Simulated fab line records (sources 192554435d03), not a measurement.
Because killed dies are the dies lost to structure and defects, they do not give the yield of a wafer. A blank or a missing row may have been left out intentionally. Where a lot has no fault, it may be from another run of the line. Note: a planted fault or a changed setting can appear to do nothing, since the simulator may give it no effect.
What tool caused it? | flow n5Finfet | 28 wafers from 10 lots sampled at 4 of the route's 1938 steps

WHAT THE GAUGES SHOWED, per wafer
N5_BEOL_M4_INSPECT_59: inspects for defects (darkfield).
lot  | measured     | on               | rawDefectCount
L509 | day 8 11:39  | defectInspect-01 | 75 102
L510 | day 8 20:34  | defectInspect-01 | 61 58 54
L512 | day 9 02:59  | defectInspect-01 | 39 45 86
L514 | day 9 14:18  | defectInspect-01 | 66 86 53
L517 | day 10 20:32 | defectInspect-02 | 91 86 73
L518 | day 10 12:53 | defectInspect-02 | 111 93 77
L519 | day 10 21:53 | defectInspect-01 | 55 39 58
L524 | day 11 17:14 | defectInspect-02 | 46 42 43
L529 | day 13 10:22 | defectInspect-01 | 120 147
L531 | day 13 14:06 | defectInspect-02 | 56 59 54

N5_BEOL_M4_RC_MEAS_101.
lot  | measured     | on        | CJ_N           | DIBL_N (mV/V)  | DIBL_P (mV/V)  | IOFF_N (nA/um) | IOFF_N_LONG (nA/um)        | IOFF_P (nA/um) | ION_N (uA/um) | ION_P (uA/um) | REXT_N (ohm.um) | SS_N (mV/dec)  | SS_P (mV/dec)  | VT_N (mV)   | VT_P (mV)
L509 | day 8 11:50  | prober-01 | 4.37 4.41      | 36.2 38.1      | 35.7 38.2      | 0.16 0.20      | 5.75e-05 5.81e-05          | 0.21 0.25      | 685 693       | 463 468       | 74.1 73.3       | 72.0 72.9      | 73.2 74.0      | 248 245     | -251 -246
L510 | day 8 20:54  | prober-02 | 4.38 4.55 4.56 | 36.8 36.7 37.8 | 37.8 36.2 37.1 | 0.15 0.15 0.17 | 5.4e-05 5.56e-05 5.62e-05  | 0.27 0.24 0.25 | 664 649 666   | 466 462 466   | 77.5 77.3 75.7  | 71.3 71.9 71.1 | 73.3 73.0 73.1 | 252 251 249 | -245 -247 -244
L512 | day 9 03:10  | prober-01 | 4.20 4.06 4.26 | 38.6 36.9 35.1 | 39.4 39.0 35.2 | 0.20 0.18 0.14 | 5.27e-05 5.2e-05 5.27e-05  | 0.29 0.29 0.21 | 679 689 664   | 469 474 464   | 73.3 75.7 73.9  | 71.8 72.1 71.2 | 74.3 73.9 73.3 | 247 249 252 | -246 -246 -248
L514 | day 9 14:29  | prober-02 | 4.50 4.28 4.40 | 34.2 35.7 35.4 | 32.1 35.6 34.8 | 0.12 0.14 0.14 | 5.65e-05 5.6e-05 5.67e-05  | 0.15 0.20 0.19 | 660 669 672   | 453 458 463   | 75.1 75.4 75.5  | 70.8 70.7 70.8 | 73.2 73.9 72.8 | 254 252 251 | -257 -251 -253
L517 | day 10 20:43 | prober-01 | 4.45 4.41 4.45 | 35.6 35.7 34.7 | 37.6 37.9 36.8 | 0.16 0.16 0.14 | 5.63e-05 5.63e-05 5.57e-05 | 0.21 0.22 0.20 | 676 674 659   | 466 458 459   | 78.0 78.8 78.1  | 71.0 71.9 71.3 | 73.9 73.2 72.9 | 250 250 254 | -249 -252 -252
L518 | day 10 13:26 | prober-02 | 4.50 4.26 4.45 | 35.0 35.6 38.5 | 35.4 38.5 39.7 | 0.15 0.16 0.21 | 5.58e-05 5.46e-05 5.48e-05 | 0.18 0.23 0.26 | 660 687 678   | 451 467 465   | 75.7 77.3 75.8  | 71.0 70.9 71.1 | 73.3 73.9 74.3 | 252 250 249 | -253 -251 -250
L519 | day 10 22:04 | prober-01 | 4.53 4.31 4.31 | 40.8 38.9 39.1 | 38.5 37.9 39.2 | 0.25 0.20 0.22 | 5.85e-05 5.61e-05 5.71e-05 | 0.22 0.21 0.23 | 689 679 700   | 457 457 467   | 75.5 75.0 76.1  | 72.4 71.8 71.7 | 73.9 74.1 74.0 | 242 245 244 | -253 -253 -252
L524 | day 11 17:25 | prober-01 | 4.36 4.30 4.25 | 38.2 37.9 35.0 | 39.2 39.5 36.4 | 0.21 0.21 0.15 | 5.87e-05 5.79e-05 5.64e-05 | 0.25 0.25 0.21 | 688 679 662   | 465 465 457   | 74.2 75.3 76.7  | 72.6 72.9 71.8 | 74.0 73.4 73.9 | 247 246 248 | -244 -249 -252
L529 | day 13 10:24 | prober-02 | 2.70 4.32      | 34.8 35.1      | 36.3 33.3      | 0.12 0.13      | 4.56e-05 5.28e-05          | 0.25 0.20      | 592 666       | 465 462       | 85.1 75.9       | 71.8 71.1      | 74.1 73.0      | 257 253     | -247 -250
L531 | day 13 14:08 | prober-01 | 2.69 4.45 4.34 | 33.2 35.1 38.2 | 34.9 32.2 36.6 | 0.12 0.14 0.19 | 5.26e-05 5.95e-05 5.9e-05  | 0.25 0.20 0.27 | 595 667 673   | 472 464 466   | 83.2 73.1 74.6  | 70.4 71.7 72.0 | 73.7 72.9 73.8 | 252 253 248 | -246 -249 -245

WHAT TOOL EACH LOT RAN ON (gives the tool, then ch and the chambers of the sampled wafers, and finally the start)
lot  | N5_SD_EPI_N_SD_RECESS_17       | N5_BEOL_M4_SPUTTER_94
L509 | rieSi-05 ch 0,1, day 3 00:34   | pvdSputter-02, day 8 10:19
L510 | rieSi-05 ch 0,2,3, day 3 07:31 | pvdSputter-01, day 8 19:15
L512 | rieSi-05 ch 1,2, day 3 19:34   | pvdSputter-02, day 9 01:41
L514 | rieSi-03 ch 1,2,3, day 4 07:56 | pvdSputter-03, day 9 12:40
L517 | rieSi-05 ch 0,3, day 5 02:59   | pvdSputter-03, day 10 19:14
L518 | rieSi-05 ch 1,2,3, day 5 06:56 | pvdSputter-03, day 10 11:34
L519 | rieSi-03 ch 2,3, day 5 14:34   | pvdSputter-01, day 10 20:36
L524 | rieSi-05 ch 0,2,3, day 6 21:19 | pvdSputter-01, day 11 15:57
L529 | rieSi-05 ch 0,1, day 8 00:29   | pvdSputter-02, day 13 08:48
L531 | rieSi-05 ch 0,1,3, day 8 14:36 | pvdSputter-01, day 13 12:49
- N5_SD_EPI_N_SD_RECESS_17: chemistry HBr/Cl2/O2, target depth 41 nm, time 23.7 s, bt time 3 s.
- N5_BEOL_M4_SPUTTER_94: material Cu, target thk 4.5 nm, time 8.29 s.

WHAT THE TOOLS THEMSELVES READ (means of the sampled wafers that have a number; where no wafer has one, the mark that the record gives instead)
N5_SD_EPI_N_SD_RECESS_17.
lot  | tool     | drypumpMotorCurrentA (A) | oesProductAu (a.u.) | throttleValvePct (%)
L509 | rieSi-05 | 5.9                      | 1.014               | 37.0
L510 | rieSi-05 | 6.0                      | 0.994               | 37.0
L512 | rieSi-05 | 5.8                      | 1.005               | 36.9
L514 | rieSi-03 | 5.2                      | 1.003               | 37.1
L517 | rieSi-05 | 6.1                      | 1.001               | 37.1
L518 | rieSi-05 | 6.1                      | 1.004               | 37.0
L519 | rieSi-03 | 5.3                      | 1.013               | 37.2
L524 | rieSi-05 | 6.0                      | 0.990               | 37.0
L529 | rieSi-05 | 6.0                      | 1.010               | 37.0
L531 | rieSi-05 | 6.2                      | 1.011               | 37.1

N5_BEOL_M4_SPUTTER_94.
lot  | tool          | throttleValvePct (%)
L509 | pvdSputter-02 | 30.5
L510 | pvdSputter-01 | 28.2
L512 | pvdSputter-02 | 29.3
L514 | pvdSputter-03 | 29.4
L517 | pvdSputter-03 | 29.8
L518 | pvdSputter-03 | 30.3
L519 | pvdSputter-01 | 30.1
L524 | pvdSputter-01 | 31.5
L529 | pvdSputter-02 | 29.4
L531 | pvdSputter-01 | 29.3

THE ANSWER, worked out from the rows above alone
Rule: the usual values come from the lots themselves. Put in order of their means at a reading, lots are off if they are a third of the lots or fewer, leave a main group of 4 or more, and stand apart from it by a gap of 3 or more times the standard deviation of the main group's means; of several such gaps the widest counts. A main group is skipped when, at the precision printed for the reading in the tables above, its means are all equal. A lot without any number at a reading at which 4 lots or more have one is off too. Any other lot the step has rows for is counted as sound. After the gauges, taken in route order, come the tools' own readings; for these a lot's mean is taken, as printed above. The first step at which some lot is off is used, and at that step the reading that is off furthest; a lot without a number counts as furthest.
Off: L529, L531, at N5_BEOL_M4_RC_MEAS_101 (CJ_N). Mean 4.37 and standard deviation 0.091 in the main group.
If a tool, at a process step before that reading, ran all the lots that are off and no sound lot after the first of them, it fits. Gauges at N5_BEOL_M4_RC_MEAS_101: tried the same way as those tools. One fits: N5_SD_EPI_N_SD_RECESS_17 on rieSi-05. A fault onset in the window from L524 (day 6 21:19, its last sound lot) to L529 (day 8 00:29, its first lot off) fits.

WHAT THE SIMULATOR HAD INSERTED
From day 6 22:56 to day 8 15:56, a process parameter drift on rieSi-05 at N5_SD_EPI_N_SD_RECESS_17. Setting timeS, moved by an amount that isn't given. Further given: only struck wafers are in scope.
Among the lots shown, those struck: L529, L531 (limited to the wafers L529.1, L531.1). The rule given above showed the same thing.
